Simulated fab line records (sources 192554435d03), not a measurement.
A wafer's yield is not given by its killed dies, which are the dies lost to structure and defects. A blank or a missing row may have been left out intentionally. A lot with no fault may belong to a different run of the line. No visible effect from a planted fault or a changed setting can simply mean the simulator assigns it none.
A struck lot beside a sound one + flow n5 finfet + 16 out of 1938 route steps
Sound: these wafers, L306.1, L306.2, L306.5. The struck wafers were L310.1, L310.2, L310.4. The cause comes at the end.
Each step with rows lists, per side, the tool, then ch with its chambers, then its first start. Under that, the readings that differ: sound wafers + struck wafers + difference of the means + sigmas: that difference in standard deviations of wafers without a fault.
alike: readings whose means differ by less than 2 such deviations, and words and numbers that are the same on both sides. not compared: withheld readings, readings that some wafer has no value for, bounds like >300 that may hide the same value, and numbers for which the record gives no deviation and whose values overlap.
The two part at a step that has a row with sigmas, a row that says differs or no value, or rows on one side only. Numbers that don't overlap but have no deviation are shown without sigmas and don't part them. A reading missing from all wafers of one side parts the sides only when that side holds two or more wafers.

first, 6 steps without rows for these wafers: N5_BEOL_M0_SAQP_COAT_34 (resist thk 30 nm); N5_BEOL_M0_SAQP_EBR_36; N5_BEOL_M0_SAQP_SOFTBAKE_35 (time 60 s); N5_BEOL_M0_SAQP_EXPOSE_37 (exposes mask M0 CUT1, target cd 30 nm); N5_BEOL_M0_SAQP_PEB_38 (peb time 60 s); N5_BEOL_M0_SAQP_DEVELOP_39 (develop time 30 s).
N5_BEOL_M0_SAQP_CD_MEAS_40: the cd target is 30 nm.
  sound on cd sem-02 ch 0, day 6 21:26; struck on cd sem-03 ch 0, day 7 17:49
  alike: cd nm
N5_BEOL_M0_SAQP_OVL_MEAS_41:
  sound on overlay-02 ch 0, day 6 21:28; struck on overlay-01 ch 0, day 7 17:51
  alike: M0_CUT1_OVL
N5_BEOL_M0_SAQP_INSPECT_42: inspects for defects (brightfield).
  sound: defect inspect-01 at day 6 21:31; struck: defect inspect-01 at day 7 17:54
| reading          | sound       | struck      | difference | sigmas |
|------------------|-------------|-------------|------------|--------|
| raw defect count | 340 349 325 | 171 199 193 | -150       | -2     |
N5_BEOL_M0_SAQP_DESCUM_45: chemistry O2, time 7 s.
  sound on rie diel-01 ch 0,2, day 6 21:46; struck on rie diel-01 ch 0,2,3, day 7 17:56
  alike: drypump motor current A, oes product au, rf fwd power W, rf vpp V, showerhead plenum p Torr, throttle valve pct
  not compared: rf hours counter h
N5_BEOL_M0_SAQP_ETCH_88: etches underlayer in N2/H2, target depth 6.5 nm, time 5.2 s.
  sound on rie diel-01 ch 0,2, day 6 21:47; struck on rie diel-01 ch 0,2,3, day 7 17:58
  alike: bias w, drypump motor current A, etch rf on time s, oes product au, rf fwd power W, rf vpp V, showerhead plenum p Torr, throttle valve pct
  not compared: rf hours counter h
N5_BEOL_M0_SAQP_ETCH_73: etches SiARC in CF4, target depth 19.5 nm, time 32.5 s.
  sound on rie diel-01 ch 0,2, day 6 21:49; struck on rie diel-01 ch 0,2,3, day 7 17:59
  alike: bias w, drypump motor current A, etch rf on time s, oes product au, rf fwd power W, rf vpp V, showerhead plenum p Torr, throttle valve pct
  not compared: rf hours counter h
N5_BEOL_M0_SAQP_CUT_ETCH_46: etches SOC in N2/H2, target depth 135 nm, overetch 27 nm, time 202.5 s.
  sound on rie diel-01 ch 0,2, day 6 21:50; struck on rie diel-01 ch 0,2,3, day 7 18:01
| reading                                         | sound | struck      | difference | sigmas |
|-------------------------------------------------|-------|-------------|------------|--------|
| model.SiARC_of_BEOL_M0_SAQP_COAT_72.thk nm (nm) | 5 5 5 | 5.8 6.4 6.2 | +1.1       |        |
  alike: bias w, drypump motor current A, rf fwd power W, rf vpp V, showerhead plenum p Torr, throttle valve pct
  not compared: rf hours counter h
then, 1 step without rows for these wafers: N5_BEOL_M0_SAQP_STRIP_74 (strips in N2/H2).
-- a jump in the record: the struck wafers' starts before and after are 3 days apart (it breaks off in module BEOL_M0_SAQP and resumes in module BEOL_M4, where the first step shown is number 1111 of the route) --
N5_BEOL_M4_RC_MEAS_101:
  sound on prober-02 ch 0, day 9 12:49; struck on prober-02 ch 0, day 10 12:01
  alike: DIBL_N, DIBL_P, IOFF_N, IOFF_P, ION_N, ION_P, SS_N, SS_P, VT_N, VT_P
after that, 1 step had no rows for these wafers: N5_PASSIVATION_PROBE_49.

== WHERE THEY PART ==
Within this record, at N5_BEOL_M0_SAQP_INSPECT_42 only. Later steps at which nothing parts them and some readings are alike: N5_BEOL_M0_SAQP_DESCUM_45, N5_BEOL_M0_SAQP_ETCH_88, N5_BEOL_M0_SAQP_ETCH_73, N5_BEOL_M0_SAQP_CUT_ETCH_46, N5_BEOL_M4_RC_MEAS_101.

WHY: the cause the simulator had injected
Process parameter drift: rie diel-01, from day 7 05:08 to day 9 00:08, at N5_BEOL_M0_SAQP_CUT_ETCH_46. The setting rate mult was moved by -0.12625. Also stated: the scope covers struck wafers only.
